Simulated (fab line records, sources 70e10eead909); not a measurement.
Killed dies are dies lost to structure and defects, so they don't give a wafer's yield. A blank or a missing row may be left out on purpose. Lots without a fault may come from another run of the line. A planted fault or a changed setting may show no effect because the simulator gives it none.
Chamber matching | flow nand_harc | NHARC_A_STAIRCASE_DEP_156 on pecvd-01: 3 sister chambers
The step deposits SiNx, target thk 50 nm. 6 wafers are shown with their chamber, then 9 later ones without.

WAFERS WITH THEIR CHAMBER
wafer  | chamber | heater_power_w (W) | heater_power_outer_w (W)
L087.1 | 2       | 759                | 470
L093.3 | 0       | 621                | 383
L093.6 | 0       | 618                | 384
L094.1 | 1       | 981                | 615
L094.4 | 2       | 729                | 416
L094.5 | 1       | 986                | 615

WAFERS WITHOUT THEIR CHAMBER
wafer  | heater_power_w (W) | heater_power_outer_w (W)
L095.1 | 969                | 592
L095.3 | 613                | 397
L095.6 | 959                | 594
L096.2 | 559                | 345
L096.4 | 674                | 389
L096.6 | 551                | 338
L097.1 | 607                | 388
L097.3 | 873                | 502
L097.5 | 598                | 380

WHICH CHAMBER EACH WENT THROUGH
wafer  | from the rows above     | in truth
L095.1 | 1                       | 1
L095.3 | 0                       | 0
L095.6 | 1                       | 1
L096.2 | 0                       | 0
L096.4 | can't be placed: 0 or 2 | 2
L096.6 | 0                       | 0
L097.1 | 0                       | 0
L097.3 | can't be placed: 1 or 2 | 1
L097.5 | 0                       | 0
Placed correctly: 7 of 9. Can't be placed from these rows: 2 (the true chamber is among the candidates in 2). Placed wrongly: 0.
How it was worked out, from the rows above alone: a wafer's distance from a chamber is the root of the sum, over the readings, of the square of ((its reading less the chamber's mean) divided by the reading's scatter). The wafer belongs to the nearest chamber; if the next one is less than 2 further off, it can't be placed. A chamber's mean is the mean of its shown wafers. The scatter: the root of (the sum of the squares of (reading less its chamber's mean) over the shown wafers, divided by (wafers less chambers)).
